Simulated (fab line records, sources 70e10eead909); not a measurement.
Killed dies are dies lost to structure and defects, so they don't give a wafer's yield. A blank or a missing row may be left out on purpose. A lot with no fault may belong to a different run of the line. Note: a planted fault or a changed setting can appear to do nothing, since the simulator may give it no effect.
Struck lot and sound lot, side by side	flow nandHarc	14 out of 1302 route steps
Sound: wafers L531.1, L531.3, L531.6. Struck: wafers L532.3, L532.6. (L532.5 of the same lot was not struck and is left out.) The cause comes at the end.
For every step that has rows: the tool of each side, followed by ch and its chambers, followed by its first start. Under that, the readings that differ: sound wafers	struck wafers	difference of the means	sigmas: that difference in standard deviations of wafers without a fault.
alike: a reading whose means differ by less than 2 such deviations, as well as words and numbers matching on both sides. not compared: withheld readings; readings where some wafer has no value; bounds like >300 that might hide an equal value; numbers whose values overlap and for which the record gives no deviation.
Wherever a step has rows on one side only, a row that says differs or no value, or a row with sigmas, the two part there. Numbers that have no deviation but don't overlap get no sigmas and don't part them. A reading that every wafer of one side lacks parts them only if that side has two wafers or more.

first, 8 steps without rows for these wafers: NHARC_A_STAIRCASE_HMDS_02 (time 30 s); NHARC_A_STAIRCASE_COAT_03; NHARC_A_STAIRCASE_SOFTBAKE_04 (time 170 s); NHARC_A_STAIRCASE_EBR_05; NHARC_A_STAIRCASE_EXPOSE_06 (exposes mask STAIR); NHARC_A_STAIRCASE_PEB_07 (peb time 130 s); NHARC_A_STAIRCASE_DEVELOP_08 (time 140 s); NHARC_A_STAIRCASE_HARDBAKE_10 (time 140 s).
NHARC_A_STAIRCASE_DESCUM_11: chemistry O2, time 3 s.
  sound on rieDiel-06 ch 1,3, day 21 07:05; struck on rieDiel-07 ch 2,3, day 21 07:26
reading	sound	struck	difference	sigmas
rfVppV (V)	59.3 58.3 59.2	56.2 57.6	-2.0	-2
  alike: drypumpMotorCurrentA, oesProductAu, showerheadPlenumPTorr, throttleValvePct
  not compared: rfHoursCounterH
NHARC_A_STAIRCASE_TRIM_12: chemistry O2, time 211.2 s.
  sound on rieDiel-06 ch 0,1,2, day 21 07:11; struck on rieDiel-07 ch 0,2, day 21 07:32
  alike: drypumpMotorCurrentA, oesProductAu, rfVppV, runLengthS, showerheadPlenumPTorr, throttleValvePct
  not compared: rfHoursCounterH
NHARC_A_STAIRCASE_ETCH_13: etches the open film in C4F8/O2, target depth 100 nm, time 40.5 s.
  sound on rieDiel-06 ch 1,2,3; struck on rieDiel-07 ch 0,3
reading	sound	struck	difference	sigmas
rfVppV (V)	905 903 904	891 892	-12	-2
  alike: oesProductAu
  not compared: rfHoursCounterH
NHARC_A_STAIRCASE_TRIM_14: chemistry O2, time 211.2 s.
  sound on rieDiel-06 ch 1,2, day 21 07:24; struck on rieDiel-07 ch 0,2, day 21 07:46
reading	sound	struck	difference	sigmas
runLengthS (s)	233.3 233.2 232.5	161.4 161.3	-71.6	-99 or more
showerheadPlenumPTorr (Torr)	3.77 3.71 3.71	3.37 3.44	-0.32	-2
  alike: drypumpMotorCurrentA, oesProductAu, rfVppV, throttleValvePct
  not compared: rfHoursCounterH
NHARC_A_STAIRCASE_ETCH_15: etches the open film in C4F8/O2, target depth 100 nm, time 40.5 s.
  sound on rieDiel-06 ch 1,2,3; struck on rieDiel-07 ch 1,2
  alike: oesProductAu, rfVppV
  not compared: rfHoursCounterH
-- record jumps: 9 days between struck wafers' starts before vs after; left off in module A_STAIRCASE, resumes in module END, first step shown is number 1302 of the route --
NHARC_END_SORT_01:
  here the record holds rows for the struck wafers (prober-02 ch 0, day 30 02:01) but none for the sound ones

WHERE THEY PART
Earliest at NHARC_A_STAIRCASE_DESCUM_11; latest, in this record, at NHARC_END_SORT_01.

WHY: whatever the simulator had introduced
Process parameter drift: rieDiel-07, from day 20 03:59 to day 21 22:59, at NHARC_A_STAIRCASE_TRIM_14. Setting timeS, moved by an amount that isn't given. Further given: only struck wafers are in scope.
